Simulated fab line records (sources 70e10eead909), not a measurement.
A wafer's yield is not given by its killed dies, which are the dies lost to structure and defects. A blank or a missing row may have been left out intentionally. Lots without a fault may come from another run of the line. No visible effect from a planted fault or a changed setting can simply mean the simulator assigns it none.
fab line records	flow nandHarc
record lots=7	wafers=21	lastDay=33
route steps=1302 shown A_STAIRCASE@830 END@1302
lots untouched by any fault: they come from a run of this same line in which no faults occurred
startH: start of the lot's first displayed wafer, in hours after the record's first day	waitH: time in hours since the lot's previous step	" same as the row above	L1.1+2: a single row standing in for several wafers	- either no value or no given start	* or withheld: withheld	< > ~ a bound
route shown NAME@n: NAME is a module with steps in the file, n the number in the route of the first one	usual: mean and standard deviation over wafers with no fault	same: alike in all rows	chamber/n: place in a boat	sites: per-site readings	_std_site: the standard deviation of these	_edge_site: inner sites' mean taken away from outer sites' mean	radiusMm: for every site, how far away it sits from the centre of the wafer	mask NAME#n: copy n	behind: the tool/chamber that last shaped the wafer	hold: cause of the lot's hold/its duration in hours/its outcome	device: which transistor (n, p or np) failed to switch	end of line: the same wafers' tests at the end of the route	for a step that has no rows: nothing shown but its recipe	killed: dies lost to structure and defects at the first sort, not the wafer's yield	map: shows each die of a wafer: x if killed, . if not, _ if none is there
set.NAME: the run value of the setting; set.NAME@STEP: its run value at that earlier step	model.NAME: the simulator's own value behind a step, which no gauge read
lots seen at some steps along the route; tables by step, rows by wafer
services: from which hour (startH, from the record's first day; less than 0 if before it) a tool's chamber was out of use, for how many hours, and why
## steps
# step NHARC_A_STAIRCASE_DESCUM_312
# recipe timeS=3	o2FlowSccm=200	arFlowSccm=0	biasPowerW=0	chemistry=O2
# step NHARC_A_STAIRCASE_ETCH_313
# recipe cf4FlowSccm=100	chf3FlowSccm=30	arFlowSccm=0	rfW=500	biasW=200	chemistry=CF4/CHF3
# usual drypumpMotorCurrentA=5.6/0.35	oesProductAu=0.929/0.016	rfVppV=370.8/2.1	showerheadPlenumPTorr=1.58/0.063	throttleValvePct=16.803/0.0089
lot.wafer	tool	chamber	startH	waitH	drypumpMotorCurrentA	oesProductAu	rfHoursCounterH	rfVppV	showerheadPlenumPTorr	throttleValvePct
L841.2	rieDiel-08	1	380.56	0.1	6.0	0.977	2	373.5	1.70	16.798
L841.1	"	2	"	"	5.4	0.989	1	370.4	1.51	16.803
L841.5	"	0	"	"	5.3	0.967	-	374.3	1.67	16.793
L843.2	rieDiel-08	2	399.80	0.1	5.4	0.995	8	368.5	1.51	16.803
L843.1	"	0	"	"	5.3	0.968	10	373.0	1.67	16.805
L843.3	"	1	"	"	6.0	0.977	10	373.6	1.70	16.806
L852.2	rieDiel-08	1	494.61	0.2	6.0	0.917	37	375.0	1.69	16.798
L852.4	"	0	"	"	5.3	0.925	38	373.2	1.66	16.802
L852.6	"	1	"	"	6.0	0.924	-	374.5	1.69	16.794
L853.2	rieDiel-07	0	497.75	0.1	5.7	0.926	7	372.4	1.63	16.817
L853.1	"	1	"	"	5.5	0.914	9	370.8	1.54	16.796
L853.5	"	3	"	"	6.0	0.930	-	371.1	1.60	16.799
L854.3	rieDiel-04	3	513.51	0.1	5.3	0.924	46	371.9	1.61	16.816
L854.1	"	0	"	"	5.8	0.927	45	370.8	1.57	16.794
L854.5	"	3	"	"	5.3	0.914	-	372.3	1.61	16.781
L858.4	rieDiel-07	2	548.00	0.1	5.6	0.927	23	369.6	1.55	16.789
L858.1	"	0	"	"	5.8	0.912	26	373.2	1.62	16.829
L858.6	"	2	"	"	5.6	0.914	-	369.4	1.55	16.816
L864.3	rieDiel-04	0	611.82	0.1	5.8	0.929	26	369.9	1.56	16.805
L864.4	"	3	"	"	5.3	0.930	18	371.7	1.61	16.804
L864.6	"	1	"	"	4.8	0.939	-	368.1	1.49	16.808
# step NHARC_A_STAIRCASE_HM_OPEN_463
# recipe o2FlowSccm=400	cosFlowSccm=20	arFlowSccm=0	rfW=500	biasW=300	chemistry=O2/COS
# usual drypumpMotorCurrentA=5.6/0.33	oesProductAu=1.000/0.0082	rfVppV=467.8/2.6	showerheadPlenumPTorr=3.15/0.12	throttleValvePct=28.330/0.0097
lot.wafer	tool	chamber	startH	waitH	drypumpMotorCurrentA	oesProductAu	rfHoursCounterH	rfVppV	showerheadPlenumPTorr	throttleValvePct
L841.2	rieDiel-08	1	-	-	6.0	0.995	2	472.7	3.37	28.311
L841.1	"	0	"	"	5.3	1.010	2	469.5	3.31	28.327
L841.5	"	1	"	"	6.0	0.994	-	472.1	3.37	28.312
L843.2	rieDiel-08	3	-	-	5.7	1.002	8	466.6	3.05	28.341
L843.1	"	0	"	"	5.3	1.011	10	470.5	3.31	28.332
L843.3	"	2	"	"	5.5	1.009	8	463.3	3.00	28.321
L852.2	rieDiel-08	2	-	-	5.4	1.008	39	464.4	2.98	28.341
L852.4	"	0	"	"	5.3	1.009	38	471.4	3.29	28.342
L852.6	"	2	"	"	5.4	1.015	-	464.2	2.98	28.331
L853.1	rieDiel-07	1	-	-	5.5	0.975	9	465.2	3.05	28.322
L853.2	"	2	"	"	5.6	0.984	8	466.6	3.09	28.329
L853.5	"	0	"	"	5.7	1.001	-	470.5	3.23	28.321
L854.3	rieDiel-04	1	-	-	4.8	1.011	44	464.4	2.97	28.331
L854.1	"	3	"	"	5.3	1.012	46	469.1	3.20	28.329
L854.5	"	1	"	"	4.8	1.008	-	464.4	2.97	28.337
L858.1	rieDiel-07	3	-	-	6.0	0.999	22	468.3	3.16	28.332
L858.4	"	1	"	"	5.5	0.995	26	465.3	3.05	28.306
L858.6	"	3	"	"	6.0	0.998	-	467.0	3.16	28.335
L864.3	rieDiel-04	3	-	-	5.3	0.999	18	468.6	3.18	28.335
L864.4	"	1	"	"	4.8	1.001	24	463.9	2.95	28.326
L864.6	"	2	"	"	5.8	1.001	-	471.3	3.29	28.305
# step NHARC_A_STAIRCASE_STRIP_464
# recipe o2FlowSccm=400	cosFlowSccm=20	arFlowSccm=0	biasW=0	chemistry=O2/COS
# step NHARC_A_STAIRCASE_ETCH_453
# recipe targetDepthA=300	overetchA=30	timeS=16.5	ionEnergyEv=100	cf4FlowSccm=80	o2FlowSccm=20	arFlowSccm=0	rfW=300	biasW=100	chemistry=CF4/O2
# usual drypumpMotorCurrentA=5.6/0.36	oes_f_703_au=1.001/0.0044	oesProductAu=0.999/0.008	rfVppV=198.1/1.4	showerheadPlenumPTorr=1.35/0.054	throttleValvePct=13.397/0.0095
lot.wafer	tool	chamber	startH	waitH	drypumpMotorCurrentA	oes_f_703_au	oesProductAu	rfHoursCounterH	rfVppV	showerheadPlenumPTorr	throttleValvePct
L841.2	rieDiel-08	2	-	-	5.5	0.994	1.011	1	196.7	1.28	13.382
L841.1	"	3	"	"	5.7	1.002	0.986	2	197.3	1.31	13.408
L841.5	"	2	"	"	5.4	1.008	1.004	-	196.1	1.28	13.385
L843.2	rieDiel-08	2	-	-	5.4	0.998	1.002	8	195.3	1.28	13.397
L843.1	"	0	"	"	5.3	1.000	1.001	10	199.4	1.42	13.397
L843.3	"	1	"	"	6.0	0.995	0.992	10	199.5	1.44	13.394
L852.4	rieDiel-08	3	-	-	5.7	1.000	0.994	40	197.0	1.30	13.403
L852.2	"	2	"	"	5.4	0.991	1.009	39	197.9	1.27	13.406
L852.6	"	0	"	"	5.3	0.999	1.007	-	197.4	1.41	13.403
L853.1	rieDiel-07	1	-	-	5.5	1.004	0.989	9	198.7	1.31	13.390
L853.2	"	3	"	"	6.0	1.010	1.005	6	198.3	1.35	13.397
L853.5	"	0	"	"	5.8	1.005	0.992	-	197.0	1.38	13.391
L854.1	rieDiel-04	2	-	-	5.8	1.000	0.999	45	198.2	1.41	13.402
L854.3	"	0	"	"	5.8	1.003	0.989	45	198.1	1.33	13.403
L854.5	"	3	"	"	5.2	1.005	1.008	-	199.7	1.37	13.399
L858.1	rieDiel-07	1	-	-	5.5	1.005	0.982	27	196.7	1.30	13.381
L858.4	"	2	"	"	5.6	1.002	1.003	23	196.9	1.32	13.404
L858.6	"	0	"	"	5.7	0.996	0.997	-	198.3	1.38	13.392
L864.3	rieDiel-04	3	-	-	5.3	1.008	1.010	18	198.1	1.36	13.400
L864.4	"	1	"	"	4.8	1.000	1.007	24	197.1	1.26	13.412
L864.6	"	0	"	"	5.8	1.003	0.994	-	198.5	1.32	13.399
# step NHARC_A_STAIRCASE_ETCH_315
# recipe targetDepthA=25000	timeS=607.1	ionEnergyEv=800	c4f8FlowSccm=80	o2FlowSccm=60	arFlowSccm=withheld	rfW=600	biasW=3000	chemistry=C4F8/O2/Ar
# step NHARC_A_STAIRCASE_STRIP_316
# recipe o2FlowSccm=500	arFlowSccm=0	biasW=0	chemistry=O2
# usual drypumpMotorCurrentA=5.6/0.35	oesProductAu=1.000/0.0086	rfVppV=57.9/0.89	showerheadPlenumPTorr=3.55/0.14	throttleValvePct=17.036/0.0096
lot.wafer	tool	chamber	startH	waitH	drypumpMotorCurrentA	oesProductAu	rfHoursCounterH	rfVppV	showerheadPlenumPTorr	throttleValvePct
L841.2	rieDiel-08	1	-	-	6.0	1.002	2	58.8	3.81	17.048
L841.1	"	2	"	"	5.5	1.011	2	57.3	3.39	17.020
L841.5	"	3	"	"	5.7	0.997	-	58.1	3.45	17.031
L843.3	rieDiel-08	3	-	-	5.7	0.994	8	58.3	3.45	17.025
L843.2	"	1	"	"	6.0	0.991	10	59.7	3.80	17.042
L843.1	"	2	"	"	5.4	1.013	9	58.6	3.39	17.048
L852.4	rieDiel-08	3	-	-	5.7	0.984	41	57.3	3.43	17.051
L852.2	"	2	"	"	5.5	1.006	39	56.3	3.37	17.048
L852.6	"	0	"	"	5.3	1.003	-	56.8	3.72	17.047
L853.1	rieDiel-07	1	-	-	5.5	0.986	9	57.2	3.45	17.033
L853.2	"	0	"	"	5.8	0.989	7	58.5	3.65	17.037
L853.5	"	2	"	"	5.6	1.000	-	58.3	3.49	17.040
L854.1	rieDiel-04	1	-	-	4.8	1.002	45	58.6	3.35	17.020
L854.3	"	3	"	"	5.3	1.004	46	57.5	3.61	17.027
L854.5	"	0	"	"	5.8	0.989	-	57.0	3.51	17.034
L858.4	rieDiel-07	3	-	-	6.0	1.000	23	57.6	3.57	17.020
L858.1	"	1	"	"	5.5	0.985	28	57.4	3.44	17.035
L858.6	"	2	"	"	5.6	1.000	-	58.0	3.48	17.042
L864.3	rieDiel-04	0	-	-	5.8	1.002	26	57.6	3.49	17.030
L864.4	"	1	"	"	4.8	1.013	24	58.1	3.34	17.040
L864.6	"	0	"	"	5.8	0.995	-	56.5	3.49	17.034
# step NHARC_A_STAIRCASE_STRIP_317
# recipe timeS=900	tempC=130	chemistry=SPM
# step NHARC_A_STAIRCASE_PRECLEAN_318
# recipe timeS=*	tempC=50	bathAgeMin=0	chemistry=SC1
# step NHARC_A_STAIRCASE_SRD_329
# step NHARC_A_STAIRCASE_ALD_415
# recipe targetThkA=300	pulseTimeS=6	aldCycles=300	tempC=300	material=SiO2
# usual heaterPowerW=467/47	precursorPulseHeightRel=1.000/0.022
lot.wafer	tool	chamber	startH	waitH	heaterPowerW	precursorPulseHeightRel
L841.2	aldHk-01	0	382.78	0.5	516	1.003
L841.1	"	1	"	"	431	0.979
L841.5	"	2	"	"	414	0.998
L843.1	aldHk-04	0	401.66	0.1	528	1.054
L843.2	"	2	"	"	556	1.016
L843.3	"	3	"	"	524	1.025
L852.2	aldHk-01	0	496.69	0.3	509	0.994
L852.4	"	2	"	"	412	1.019
L852.6	"	0	"	"	494	0.969
L853.1	aldHk-04	1	499.59	0.1	493	0.983
L853.2	"	2	"	"	548	0.986
L853.5	"	2	"	"	548	1.021
L854.3	aldHk-02	3	515.52	0.3	473	0.984
L854.1	"	1	"	"	436	1.007
L854.5	"	3	"	"	473	0.963
L858.4	aldHk-02	0	550.85	0.5	423	0.957
L858.1	"	1	"	"	452	0.986
L858.6	"	3	"	"	448	1.000
L864.3	aldHk-02	3	613.60	0.1	442	1.012
L864.4	"	1	"	"	446	0.975
L864.6	"	0	"	"	437	0.985
# step NHARC_A_STAIRCASE_ETCHBACK_416
# recipe targetDepthA=360	timeS=7.2	c4f8FlowSccm=withheld	o2FlowSccm=8	arFlowSccm=withheld	rfW=600	biasW=800	chemistry=C4F8/O2/Ar
# usual biasW=800.2/2.2	chamberPressureMTorr=24.999/0.023	oesProductAu=0.937/0.025	rfVppV=724/4.4
lot.wafer	tool	chamber	startH	waitH	biasW	chamberPressureMTorr	oesProductAu	rfHoursCounterH	rfVppV
L841.2	rieDiel-04	3	384.40	-	802.6	25.022	0.927	9	727
L841.1	"	0	"	"	798.4	25.015	0.929	10	724
L841.5	"	0	"	"	800.4	25.006	0.917	-	723
L843.1	rieDiel-07	2	403.75	-	800.6	24.976	0.915	34	722
L843.2	"	0	"	"	797.8	24.967	0.923	33	727
L843.3	"	1	"	"	798.0	25.012	0.928	30	722
L852.2	rieDiel-08	1	498.55	-	-	-	-	-	-
L852.4	"	0	"	"	-	-	-	-	-
L852.6	"	2	"	"	-	-	-	-	-
L853.1	rieDiel-07	3	501.67	-	-	-	-	-	-
L853.2	"	1	"	"	-	-	-	-	-
L853.5	"	2	"	"	-	-	-	-	-
L854.1	rieDiel-04	2	517.36	-	-	-	-	-	-
L854.3	"	0	"	"	-	-	-	-	-
L854.5	"	2	"	"	-	-	-	-	-
L858.1	rieDiel-04	2	552.46	-	801.9	24.987	0.920	5	728
L858.4	"	0	"	"	803.4	24.985	0.921	5	723
L858.6	"	2	"	"	799.4	25.000	0.925	-	728
L864.4	rieDiel-07	0	615.69	-	800.2	24.984	0.930	49	727
L864.3	"	2	"	"	796.7	24.963	0.923	41	721
L864.6	"	0	"	"	799.2	25.009	0.941	-	726
# step NHARC_A_STAIRCASE_STRIP_476
# recipe timeS=20	o2FlowSccm=500	arFlowSccm=0	biasW=0	chemistry=O2
# step NHARC_END_SORT_01
# recipe tempC=25
# usual killedAtArray=60/21	killedAtOther=1.0/1.2	killedAtPeriphery=4.2/2.8	killedDies=65/20	killedOpen=3.1/1.8	killedShort=2.6/1.6
# same grossDies=677
lot.wafer	tool	chamber	startH	waitH	killedAtArray	killedAtOther	killedAtPeriphery	killedDies	killedOpen	killedShort
L852.2	prober-02	0	663.50	2.8	669	1	7	677	3	0
L852.4	prober-02	0	665.08	3.4	673	0	4	677	1	2
L852.6	prober-02	0	666.65	3.9	665	2	10	677	7	1
L853.1	prober-01	0	664.14	2.5	676	0	1	677	2	4
L853.2	prober-01	0	664.93	2.8	674	0	3	677	3	1
L853.5	prober-01	0	667.29	3.7	676	0	1	677	0	0
L854.1	prober-01	0	693.30	2.5	671	0	6	677	3	2
L854.3	prober-01	0	694.92	3.1	670	0	7	677	3	1
L854.5	prober-01	0	696.55	3.7	674	0	3	677	3	4
# killed by level:class
L852.2 A_STAIRCASE:areaEtchback=618 A_SLIT:chamberFilmFlake=37 A_CHANNEL_HOLE_D1:chamberFilmFlake=4 A_STAIRCASE:chamberFilmFlake=4 P_CONTACT:geometricParticle:open=2 P_GATE:chamberFilmFlake=2 A_CHANNEL_FILL_D2:chamberFilmFlake=2 A_CONTACT:chamberFilmFlake=2
L853.1 A_STAIRCASE:areaEtchback=587 A_CHANNEL_HOLE_D1:chamberFilmFlake=35 A_CHANNEL_HOLE_D2:chamberFilmFlake=26 A_STAIRCASE:chamberFilmFlake=7 A_M0:chamberFilmFlake=5 A_ZERO_WELL:chamberFilmFlake=4 A_CONTACT:chamberFilmFlake=3 A_DECK1_JOINT:chamberFilmFlake=2
L853.2 A_STAIRCASE:areaEtchback=614 A_CHANNEL_HOLE_D1:chamberFilmFlake=37 A_CHANNEL_HOLE_D2:chamberFilmFlake=9 A_ZERO_WELL:chamberFilmFlake=4 A_STAIRCASE:chamberFilmFlake=4 A_CONTACT:chamberFilmFlake=2 A_DECK1_JOINT:chamberFilmFlake=2 P_GATE:geometricParticle:open=1
L852.4 A_STAIRCASE:areaEtchback=627 A_SLIT:chamberFilmFlake=33 A_CHANNEL_HOLE_D1:chamberFilmFlake=5 P_ZERO_WELL:chamberFilmFlake=2 A_CHANNEL_HOLE_D2:chamberFilmFlake=2 A_STAIRCASE:chamberFilmFlake=2 P_GATE:geometricParticle:short=1 A_CHANNEL_HOLE_D1:geometricParticle:open=1
L852.6 A_STAIRCASE:areaEtchback=614 A_SLIT:chamberFilmFlake=31 A_CHANNEL_HOLE_D1:chamberFilmFlake=5 P_CONTACT:chamberFilmFlake=4 A_CONTACT:chamberFilmFlake=4 A_CHANNEL_FILL_D1:geometricParticle:open=3 P_GATE:chamberFilmFlake=3 P_ZERO_WELL:chamberFilmFlake=2
L853.5 A_STAIRCASE:areaEtchback=615 A_CHANNEL_HOLE_D1:chamberFilmFlake=35 A_CHANNEL_HOLE_D2:chamberFilmFlake=13 A_ZERO_WELL:chamberFilmFlake=2 A_CHANNEL_FILL_D1:chamberFilmFlake=2 A_DECK1_JOINT:chamberFilmFlake=2 A_STAIRCASE:chamberFilmFlake=2 A_CONTACT:chamberFilmFlake=2
L854.1 A_STAIRCASE:areaEtchback=629 A_SLIT:chamberFilmFlake=14 A_CHANNEL_HOLE_D1:chamberFilmFlake=9 P_CONTACT:chamberFilmFlake=6 A_WL_FILL:chamberFilmFlake=5 A_CONTACT:chamberFilmFlake=3 A_ZERO_WELL:chamberFilmFlake=2 A_BLC:chamberFilmFlake=2
L854.3 A_STAIRCASE:areaEtchback=620 A_SLIT:chamberFilmFlake=37 A_CHANNEL_HOLE_D1:chamberFilmFlake=6 P_CONTACT:chamberFilmFlake=4 A_WL_FILL:chamberFilmFlake=3 P_CONTACT:geometricParticle:open=2 A_CONTACT:chamberFilmFlake=2 P_ZERO_WELL:geometricParticle:short=1
L854.5 A_STAIRCASE:areaEtchback=631 A_SLIT:chamberFilmFlake=27 A_CHANNEL_HOLE_D1:chamberFilmFlake=6 A_M0:geometricParticle:open=2 A_M0:geometricParticle:short=2 A_STAIRCASE:chamberFilmFlake=2 P_CONTACT:geometricParticle:open=1 A_DECK1_JOINT:geometricParticle:short=1
# map L852.2 (x killed, . not)
____________x____________
_________xxxxxxx_________
_______xxxxxxxxxxx_______
______xxxxxxxxxxxxx______
_____xxxxxxxxxxxxxxx_____
____xxxxxxxxxxxxxxxxx____
____xxxxxxxxxxxxxxxxx____
___xxxxxxxxxxxxxxxxxxx___
___xxxxxxxxxxxxxxxxxxx___
__xxxxxxxxxxxxxxxxxxxxx__
__xxxxxxxxxxxxxxxxxxxxx__
_xxxxxxxxxxxxxxxxxxxxxxx_
_xxxxxxxxxxxxxxxxxxxxxxx_
_xxxxxxxxxxxxxxxxxxxxxxx_
_xxxxxxxxxxxxxxxxxxxxxxx_
_xxxxxxxxxxxxxxxxxxxxxxx_
xxxxxxxxxxxxxxxxxxxxxxxxx
xxxxxxxxxxxxxxxxxxxxxxxxx
xxxxxxxxxxxxxxxxxxxxxxxxx
xxxxxxxxxxxxxxxxxxxxxxxxx
xxxxxxxxxxxxxxxxxxxxxxxxx
_xxxxxxxxxxxxxxxxxxxxxxx_
_xxxxxxxxxxxxxxxxxxxxxxx_
_xxxxxxxxxxxxxxxxxxxxxxx_
_xxxxxxxxxxxxxxxxxxxxxxx_
_xxxxxxxxxxxxxxxxxxxxxxx_
__xxxxxxxxxxxxxxxxxxxxx__
__xxxxxxxxxxxxxxxxxxxxx__
___xxxxxxxxxxxxxxxxxxx___
___xxxxxxxxxxxxxxxxxxx___
____xxxxxxxxxxxxxxxxx____
____xxxxxxxxxxxxxxxxx____
_____xxxxxxxxxxxxxxx_____
______xxxxxxxxxxxxx______
_______xxxxxxxxxxx_______
_________xxxxxxx_________
____________x____________
# map L853.1 (x killed, . not)
____________x____________
_________xxxxxxx_________
_______xxxxxxxxxxx_______
______xxxxxxxxxxxxx______
_____xxxxxxxxxxxxxxx_____
____xxxxxxxxxxxxxxxxx____
____xxxxxxxxxxxxxxxxx____
___xxxxxxxxxxxxxxxxxxx___
___xxxxxxxxxxxxxxxxxxx___
__xxxxxxxxxxxxxxxxxxxxx__
__xxxxxxxxxxxxxxxxxxxxx__
_xxxxxxxxxxxxxxxxxxxxxxx_
_xxxxxxxxxxxxxxxxxxxxxxx_
_xxxxxxxxxxxxxxxxxxxxxxx_
_xxxxxxxxxxxxxxxxxxxxxxx_
_xxxxxxxxxxxxxxxxxxxxxxx_
xxxxxxxxxxxxxxxxxxxxxxxxx
xxxxxxxxxxxxxxxxxxxxxxxxx
xxxxxxxxxxxxxxxxxxxxxxxxx
xxxxxxxxxxxxxxxxxxxxxxxxx
xxxxxxxxxxxxxxxxxxxxxxxxx
_xxxxxxxxxxxxxxxxxxxxxxx_
_xxxxxxxxxxxxxxxxxxxxxxx_
_xxxxxxxxxxxxxxxxxxxxxxx_
_xxxxxxxxxxxxxxxxxxxxxxx_
_xxxxxxxxxxxxxxxxxxxxxxx_
__xxxxxxxxxxxxxxxxxxxxx__
__xxxxxxxxxxxxxxxxxxxxx__
___xxxxxxxxxxxxxxxxxxx___
___xxxxxxxxxxxxxxxxxxx___
____xxxxxxxxxxxxxxxxx____
____xxxxxxxxxxxxxxxxx____
_____xxxxxxxxxxxxxxx_____
______xxxxxxxxxxxxx______
_______xxxxxxxxxxx_______
_________xxxxxxx_________
____________x____________
## services
tool	chamber	startH	hours	kind
aldHk-02	-	357.14	10.0	pm
rieDiel-08	-	367.91	9.0	pm
rieDiel-08	0	367.91	9.0	ventCycle
rieDiel-08	1	367.91	9.0	ventCycle
rieDiel-08	2	367.91	9.0	ventCycle
rieDiel-08	3	367.91	9.0	ventCycle
rieDiel-07	1	374.61	3.3	repair
rieDiel-08	0	376.91	-	clean
rieDiel-08	1	376.91	-	clean
rieDiel-08	1	376.91	-	consumableReplace:showerhead
rieDiel-07	0	388.16	14.9	repair
aldHk-01	-	390.34	1.4	repair
rieDiel-08	2	409.45	4.7	repair
aldHk-04	-	433.46	10.0	pm
rieDiel-07	1	459.92	9.0	repair
aldHk-04	-	468.00	1.5	repair
rieDiel-07	-	471.62	9.0	pm
aldHk-02	-	526.95	2.3	repair
rieDiel-04	-	533.20	9.0	pm
aldHk-02	-	535.14	10.0	pm
rieDiel-08	-	544.93	9.0	pm
rieDiel-04	2	556.72	1.8	repair
rieDiel-08	0	589.91	4.2	repair
aldHk-04	-	611.46	10.0	pm
## key
firstSign step=NHARC_A_STAIRCASE_ETCHBACK_416	reading=toolRecord	direction=missing
effect step=NHARC_END_SORT_01	reading=killedDies	direction=up	sigmas=31	usual=65	struck=677
moreKillsBornAt NHARC_A_STAIRCASE_ETCHBACK_416@rieDiel-04=1880	NHARC_A_STAIRCASE_ETCHBACK_416@rieDiel-08=1859	NHARC_A_STAIRCASE_ETCHBACK_416@rieDiel-07=1816
metAt NHARC_A_STAIRCASE_ETCHBACK_416
struckWafers L852.2,L852.4,L852.6,L853.1,L853.2,L853.5,L854.1,L854.3,L854.5
laterRowsLeftOut L852.2,L852.4,L852.6,L853.1,L853.2,L853.5,L854.1,L854.3,L854.5
testerLeftOut L852,L853,L854
onsetBetween 403.75 498.55
fault kind=skippedStepWhole	tool=rieDiel-04,rieDiel-07,rieDiel-08	chamber=-	onsetH=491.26	steps=NHARC_A_STAIRCASE_ETCHBACK_416	scope=struckLotsOnly
# testerLeftOut: of these lots the tester's yield and bins aren't shown, on N5 and GAA mostly nor the transistor test; their killed dies are dies lost to structure and defects alone, not to doping, threshold or leakage, so they don't give the yield
# laterRowsLeftOut: the simulator's readings of these wafers behind a module that went badly wrong aren't trusted and aren't shown, but for the sort
